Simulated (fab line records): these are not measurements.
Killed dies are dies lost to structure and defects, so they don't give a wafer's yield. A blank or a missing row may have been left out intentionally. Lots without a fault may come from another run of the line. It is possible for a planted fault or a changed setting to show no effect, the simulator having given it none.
Matching of chambers | flow n5 finfet | N5_BEOL_M8_PECVD_70 on pecvd-01: 3 sister chambers
The step deposits SiO2 from TEOS/O2, target thk 20 nm, time 22.7 s. 6 wafers are shown with their chamber, then 12 later ones without.

== WAFERS WITH THEIR CHAMBER ==
wafer  | chamber | showerhead plenum p Torr (Torr) | throttle valve pct (%)
L085.6 | 2       | 8.77                            | 22.4
L088.4 | 2       | 8.74                            | 22.7
L086.4 | 0       | 8.76                            | 22.6
L090.1 | 0       | 8.77                            | 22.4
L090.3 | 1       | 8.82                            | 21.4
L090.5 | 1       | 8.83                            | 21.5

== WAFERS MISSING THEIR CHAMBER ==
wafer  | showerhead plenum p Torr (Torr) | throttle valve pct (%)
L091.3 | 8.73                            | 22.7
L091.5 | 8.77                            | 22.5
L091.6 | 8.84                            | 21.5
L094.3 | 8.74                            | 23.0
L094.5 | 8.77                            | 22.3
L094.6 | 8.83                            | 21.2
L097.1 | 8.86                            | 21.3
L097.3 | 8.79                            | 22.5
L097.6 | 8.78                            | 22.7
L096.1 | 8.83                            | 21.5
L096.4 | 8.77                            | 22.5
L096.5 | 8.74                            | 22.8

== THE CHAMBER EACH PASSED THROUGH ==
wafer  | from the rows above     | in truth
L091.3 | can't be placed: 2 or 0 | 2
L091.5 | can't be placed: 0 or 2 | 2
L091.6 | 1                       | 1
L094.3 | can't be placed: 2 or 0 | 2
L094.5 | can't be placed: 0 or 2 | 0
L094.6 | 1                       | 1
L097.1 | 1                       | 1
L097.3 | can't be placed: 0 or 2 | 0
L097.6 | can't be placed: 0 or 2 | 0
L096.1 | 1                       | 1
L096.4 | can't be placed: 0 or 2 | 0
L096.5 | can't be placed: 2 or 0 | 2
Placed correctly: 4 of 12. Not placeable from these rows: 8 (in 8, the candidates include the true chamber). Wrongly placed: 0.
How it was worked out, from the rows above alone: a wafer's distance from a chamber is the root of the sum, over the readings, of the square of ((its reading less the chamber's mean) divided by the reading's scatter). The wafer belongs to the nearest chamber; if the next one is less than 2 further off, it can't be placed. Each chamber's mean is taken over the wafers shown for it. How the scatter is found: for the shown wafers, subtract from each reading the mean of its chamber, square and add these, divide the total by (wafers less chambers), then take the root.
